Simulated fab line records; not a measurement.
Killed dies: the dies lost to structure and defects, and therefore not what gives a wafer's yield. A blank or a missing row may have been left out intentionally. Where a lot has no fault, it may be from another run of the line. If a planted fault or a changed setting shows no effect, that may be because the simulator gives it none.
Matching of chambers / flow n5_finfet / N5_BEOL_M0_SAQP_PECVD_04 on pecvd-04: 3 sister chambers
The step deposits a-Si from SiH4/He, target thk 60 nm, time 60.2 s. 6 wafers are shown with their chamber, then 12 later ones without.

== WAFERS, EACH WITH ITS CHAMBER ==
wafer=L083.5; chamber=0; throttle_valve_pct (%)=22.2; showerhead_vpp_V (V)=635
wafer=L085.2; chamber=0; throttle_valve_pct (%)=22.4; showerhead_vpp_V (V)=641
wafer=L085.5; chamber=1; throttle_valve_pct (%)=18.5; showerhead_vpp_V (V)=656
wafer=L086.1; chamber=2; throttle_valve_pct (%)=16.9; showerhead_vpp_V (V)=593
wafer=L086.5; chamber=1; throttle_valve_pct (%)=18.4; showerhead_vpp_V (V)=656
wafer=L086.6; chamber=2; throttle_valve_pct (%)=16.9; showerhead_vpp_V (V)=583

== WAFERS WHOSE CHAMBER IS MISSING ==
wafer=L087.2; throttle_valve_pct (%)=17.0; showerhead_vpp_V (V)=590
wafer=L087.3; throttle_valve_pct (%)=18.5; showerhead_vpp_V (V)=657
wafer=L087.5; throttle_valve_pct (%)=18.6; showerhead_vpp_V (V)=641
wafer=L091.1; throttle_valve_pct (%)=18.5; showerhead_vpp_V (V)=655
wafer=L091.2; throttle_valve_pct (%)=16.9; showerhead_vpp_V (V)=584
wafer=L091.5; throttle_valve_pct (%)=16.8; showerhead_vpp_V (V)=587
wafer=L093.1; throttle_valve_pct (%)=18.5; showerhead_vpp_V (V)=658
wafer=L093.4; throttle_valve_pct (%)=17.0; showerhead_vpp_V (V)=582
wafer=L093.5; throttle_valve_pct (%)=18.4; showerhead_vpp_V (V)=647
wafer=L094.2; throttle_valve_pct (%)=22.4; showerhead_vpp_V (V)=641
wafer=L094.4; throttle_valve_pct (%)=18.3; showerhead_vpp_V (V)=647
wafer=L094.5; throttle_valve_pct (%)=22.6; showerhead_vpp_V (V)=635

== CHAMBER TAKEN BY EACH ==
wafer=L087.2; from the rows above=2; in truth=2
wafer=L087.3; from the rows above=1; in truth=1
wafer=L087.5; from the rows above=1; in truth=1
wafer=L091.1; from the rows above=1; in truth=1
wafer=L091.2; from the rows above=2; in truth=2
wafer=L091.5; from the rows above=2; in truth=2
wafer=L093.1; from the rows above=1; in truth=1
wafer=L093.4; from the rows above=2; in truth=2
wafer=L093.5; from the rows above=1; in truth=1
wafer=L094.2; from the rows above=0; in truth=0
wafer=L094.4; from the rows above=1; in truth=1
wafer=L094.5; from the rows above=0; in truth=0
Correctly placed: 12 of 12. Left unplaced by these rows: 0. Number placed wrongly: 0.
How it was worked out, from the rows above alone: a wafer's distance from a chamber is the root of the sum, over the readings, of the square of ((its reading less the chamber's mean) divided by the reading's scatter). The wafer belongs to the nearest chamber; if the next one is less than 2 further off, it can't be placed. For every chamber, the mean is computed from those of its wafers that are shown. How the scatter is found: for the shown wafers, subtract from each reading the mean of its chamber, square and add these, divide the total by (wafers less chambers), then take the root.
